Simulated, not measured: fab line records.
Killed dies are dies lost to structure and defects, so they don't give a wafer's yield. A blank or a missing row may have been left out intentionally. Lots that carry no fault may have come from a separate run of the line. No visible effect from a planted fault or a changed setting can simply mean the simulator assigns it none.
A lot that was struck, set against a sound lot || flow nandHarc || 40 steps out of a route of 1302
Sound: wafers L454.1, L454.3, L454.6. Struck: wafer L458.5 (left out: L458.4, L458.6 of the same lot, which were not struck); the cause appears at the end.
For every step that has rows: the tool of each side, followed by ch and its chambers, followed by its first start. Under that, the readings that differ: sound wafers || struck wafers || difference of the means || sigmas: that difference in standard deviations of wafers without a fault.
alike: words and numbers the same on both sides, and readings whose means are apart by under 2 such deviations; not compared: readings that were withheld, readings missing a value for some wafer, numbers with overlapping values and no deviation given by the record, and bounds like >300 which may hide the same value.
Wherever a step has rows on one side only, a row that says differs or no value, or a row with sigmas, the two part there. Non-overlapping numbers with no deviation appear without sigmas and do not part them. A reading that every wafer of one side lacks parts them only if that side has two wafers or more.

first, 3 steps without rows for these wafers: NHARC_A_CHANNEL_HOLE_D1_STRIP_41 (strips in N2/H2); NHARC_A_CHANNEL_HOLE_D1_STRIP_42 (strips in CF4/CHF3); NHARC_A_CHANNEL_HOLE_D1_STRIP_43 (strips in O2/COS).
NHARC_A_CHANNEL_HOLE_D1_ETCH_44: etches the open film in CF4/O2, target depth 140 nm, overetch 14 nm, time 77 s.
  sound on rieDiel-03 ch 1,2,3, day 11 11:34; struck on rieDiel-07 ch 0, day 12 22:01
{"reading": "rfVppV (V)", "sound": "197.2 197.7 196.5", "struck": 200.7, "difference": "+3.6", "sigmas": "+3"}
  alike: drypumpMotorCurrentA, oes_ar_750_au, oesProductAu, rfFwdPowerW, showerheadPlenumPTorr, throttleValvePct
  not compared: rfHoursCounterH
then, 3 steps without rows for these wafers: NHARC_A_CHANNEL_HOLE_D1_STRIP_27 (strips in O2); NHARC_A_CHANNEL_HOLE_D1_PRECLEAN_28 (cleans in SC1); NHARC_A_CHANNEL_HOLE_D1_SRD_29.
NHARC_A_CHANNEL_HOLE_D1_CD_MEAS_30:
  sound on cdSem-01, day 11 12:23; struck on cdSem-03, day 12 22:49
  alike: cdNm
NHARC_A_CHANNEL_HOLE_D1_XSEM_31:
  sound on xsem-02 ch 0, day 11 12:29; struck on xsem-02 ch 0, day 12 22:55
{"reading": "tiltDeg (degrees)", "sound": "0.04 0.04 0.04", "struck": 0.12, "difference": "+0.08", "sigmas": "+2"}
  alike: botCdNm, bowNm
NHARC_A_CHANNEL_HOLE_D1_INSPECT_40:
  sound on defectInspect-02, day 11 12:35; struck on defectInspect-02, day 12 23:00
  alike: rawDefectCount
then, 2 steps without rows for these wafers: NHARC_A_CHANNEL_FILL_D1_PRECLEAN_00 (cleans in SC1); NHARC_A_CHANNEL_FILL_D1_SRD_01.
NHARC_A_CHANNEL_FILL_D1_ALD_02: deposits SiO2, target thk 6 nm, pulse time 10 s, ald cycles 60.
  sound on aldHk-02 ch 0,1,3, day 11 12:55; struck on aldHk-03 ch 2, day 12 23:27
{"reading": "heaterPowerW (W)", "sound": "526 424 522", "struck": 383, "difference": -108, "sigmas": -2}
  alike: precursorPulseHeightRel
then, 2 steps without rows for these wafers: NHARC_A_CHANNEL_FILL_D1_ALD_03 (deposits SiNx, target thk 6 nm, pulse time 60 s, ald cycles 58); NHARC_A_CHANNEL_FILL_D1_ALD_14 (deposits SiO2, target thk 2.5 nm, pulse time 10 s, ald cycles 25).
NHARC_A_CHANNEL_FILL_D1_ALD_15: deposits SiNx, target thk 2 nm, pulse time 60 s, ald cycles 19.
  sound on aldSinBatch-03 ch 0; struck on aldSinBatch-03 ch 0
  alike: precursorPulseHeightRel
NHARC_A_CHANNEL_FILL_D1_ALD_16: deposits SiO2, target thk 1.5 nm, pulse time 10 s, ald cycles 15.
  sound on aldHk-01 ch 1,3, day 12 00:58; struck on aldHk-02 ch 1, day 13 11:31
  alike: heaterPowerW, precursorPulseHeightRel
then, 4 steps without rows for these wafers: NHARC_A_CHANNEL_FILL_D1_ANNEAL_17 (time 1800 s); NHARC_A_CHANNEL_FILL_D1_CVD_18 (deposits poly-Si, target thk 3 nm); NHARC_A_CHANNEL_FILL_D1_ETCHBACK_19 (etches the open film in HBr/Cl2, target depth 5 nm, time 1.7 s); NHARC_A_CHANNEL_FILL_D1_ETCHBACK_20 (etches the open film in C4F8/O2/Ar, target depth 27 nm, time 13.5 s).
NHARC_A_CHANNEL_FILL_D1_STRIP_28: strips in O2, time 20 s.
  sound on rieDiel-09 ch 0,1,2, day 12 14:47; struck on rieDiel-09 ch 2, day 13 23:37
  alike: drypumpMotorCurrentA, oesProductAu, rfVppV, showerheadPlenumPTorr, throttleValvePct
  not compared: rfHoursCounterH
then, 4 steps without rows for these wafers: NHARC_A_CHANNEL_FILL_D1_PRECLEAN_21 (cleans in dHF, time 30 s); NHARC_A_CHANNEL_FILL_D1_SRD_23; NHARC_A_CHANNEL_FILL_D1_CVD_05 (deposits poly-Si, target thk 5 nm); NHARC_A_CHANNEL_FILL_D1_ANNEAL_22 (time 7200 s).
NHARC_A_CHANNEL_FILL_D1_THK_MEAS_06: measures by ellipsometry.
  sound on filmMetro-01, day 13 02:40; struck on filmMetro-02, day 14 11:13
  alike: thkNm
then, 12 steps without rows for these wafers: NHARC_A_CHANNEL_FILL_D1_ALD_25 (deposits SiOx, target thk 60 nm, pulse time 10 s, ald cycles 600); NHARC_A_CHANNEL_FILL_D1_ETCHBACK_08 (etches the open film in C4F8, target depth 220 nm, time 110 s); NHARC_A_CHANNEL_FILL_D1_STRIP_29 (strips in O2, time 20 s); NHARC_A_CHANNEL_FILL_D1_PRECLEAN_30 (cleans in dHF, time 30 s); NHARC_A_CHANNEL_FILL_D1_SRD_31; NHARC_A_CHANNEL_FILL_D1_CVD_09 (deposits poly-Si, target thk 150 nm, time 3000 s); NHARC_A_CHANNEL_FILL_D1_CMP_10 (polishes, target thk 150 nm); NHARC_A_CHANNEL_FILL_D1_SRD_12; NHARC_A_DECK1_JOINT_ETCHBACK_07 (etches the open film in HBr, target depth 105 nm, time 26.9 s); NHARC_A_DECK1_JOINT_ETCH_25 (etches SiO2 in dHF, target depth 0.5 nm); NHARC_A_DECK1_JOINT_ETCH_19 (etches poly-Si in TMAH, target depth 3 nm); NHARC_A_DECK1_JOINT_ETCH_18 (etches SiO2 in dHF, target depth 3 nm).
-- the record jumps here: 14 days lie between the struck wafers' starts before and after (it left off in module A_DECK1_JOINT and takes up again in module END, whose first step shown is number 1302 of the route) --
NHARC_END_SORT_01:
  sound on prober-01 ch 0, day 27 23:17; struck on prober-02 ch 0, day 28 20:43
{"reading": "killedAtArray", "sound": "88 74 80", "struck": 122, "difference": "+41", "sigmas": "+2"}
{"reading": "killedDies", "sound": "91 77 85", "struck": 128, "difference": "+44", "sigmas": "+2"}
  alike: killedAtOther, killedAtPeriphery, killedOpen, killedShort

== WHERE THEY PART ==
Last at NHARC_END_SORT_01 as far as this record goes, first at NHARC_A_CHANNEL_HOLE_D1_ETCH_44.

WHY: what had been put in by the simulator
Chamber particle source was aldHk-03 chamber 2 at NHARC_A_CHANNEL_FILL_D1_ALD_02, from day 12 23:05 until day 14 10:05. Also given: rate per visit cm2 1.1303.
